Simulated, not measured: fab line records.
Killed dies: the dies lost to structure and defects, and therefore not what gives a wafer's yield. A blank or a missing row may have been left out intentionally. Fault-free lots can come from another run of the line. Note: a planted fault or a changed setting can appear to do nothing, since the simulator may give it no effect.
Matching of chambers / flow n5-finfet / ald-metal-01 running N5_HKMG_FIN_ALD_21: 4 sister chambers
The step deposits TiN, target thk 1.5 nm, pulse time 1 s, purge time 3 s. 14 wafers are shown with their chamber, then 7 later ones without.

== WAFERS PAIRED WITH THEIR CHAMBERS ==
wafer=L076.1; chamber=2; heater-power-w (W)=880; precursor-pulse-height-rel=1.007
wafer=L076.2; chamber=3; heater-power-w (W)=774; precursor-pulse-height-rel=0.998
wafer=L076.3; chamber=1; heater-power-w (W)=905; precursor-pulse-height-rel=0.994
wafer=L076.4; chamber=0; heater-power-w (W)=837; precursor-pulse-height-rel=0.988
wafer=L076.5; chamber=2; heater-power-w (W)=885; precursor-pulse-height-rel=1.057
wafer=L076.6; chamber=1; heater-power-w (W)=908; precursor-pulse-height-rel=0.988
wafer=L081.1; chamber=2; heater-power-w (W)=870; precursor-pulse-height-rel=1.009
wafer=L081.2; chamber=1; heater-power-w (W)=874; precursor-pulse-height-rel=1.033
wafer=L081.3; chamber=3; heater-power-w (W)=747; precursor-pulse-height-rel=1.021
wafer=L081.4; chamber=0; heater-power-w (W)=858; precursor-pulse-height-rel=0.991
wafer=L081.5; chamber=1; heater-power-w (W)=906; precursor-pulse-height-rel=0.999
wafer=L081.6; chamber=0; heater-power-w (W)=845; precursor-pulse-height-rel=0.962
wafer=L089.1; chamber=3; heater-power-w (W)=760; precursor-pulse-height-rel=1.018
wafer=L089.2; chamber=1; heater-power-w (W)=913; precursor-pulse-height-rel=1.017

SIGNATURES (means of the wafers above)
reading=heater-power-w; chamber 0=846.67; chamber 1=901.20; chamber 2=878.33; chamber 3=760.33; scatter within a chamber=12.9
reading=precursor-pulse-height-rel; chamber 0=0.98033; chamber 1=1.00620; chamber 2=1.02433; chamber 3=1.01233; scatter within a chamber=0.0195
Rule: for each reading, subtract the chamber's mean from the wafer's reading, divide by that reading's scatter and square the result; add these up over the readings and take the root, which gives the wafer's distance from the chamber. If the next closest chamber is less than 2 further off than the closest, the wafer can't be placed; otherwise it belongs to the closest. The scatter: take each reading less its chamber's mean, square it, sum over the shown wafers, divide by the number of wafers less the number of chambers, and take the root.

== WAFERS WITH NO CHAMBER GIVEN ==
wafer=L089.3; heater-power-w (W)=902; precursor-pulse-height-rel=1.020
wafer=L089.4; heater-power-w (W)=828; precursor-pulse-height-rel=1.006
wafer=L089.5; heater-power-w (W)=751; precursor-pulse-height-rel=1.013
wafer=L089.6; heater-power-w (W)=892; precursor-pulse-height-rel=0.976
wafer=L094.1; heater-power-w (W)=915; precursor-pulse-height-rel=1.009
wafer=L094.3; heater-power-w (W)=883; precursor-pulse-height-rel=1.003
wafer=L094.4; heater-power-w (W)=753; precursor-pulse-height-rel=0.994

== CHAMBER TAKEN BY EACH ==
wafer=L089.3; from the rows above=can't be placed: 1 or 2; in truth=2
wafer=L089.4; from the rows above=0; in truth=0
wafer=L089.5; from the rows above=3; in truth=3
wafer=L089.6; from the rows above=can't be placed: 1 or 2 or 0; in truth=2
wafer=L094.1; from the rows above=can't be placed: 1 or 2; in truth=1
wafer=L094.3; from the rows above=can't be placed: 2 or 1 or 0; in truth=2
wafer=L094.4; from the rows above=3; in truth=3
Placed correctly: 3 of 7. Unplaceable from these rows: 4, with the true chamber sitting among the candidates in 4. Placed wrongly: 0.
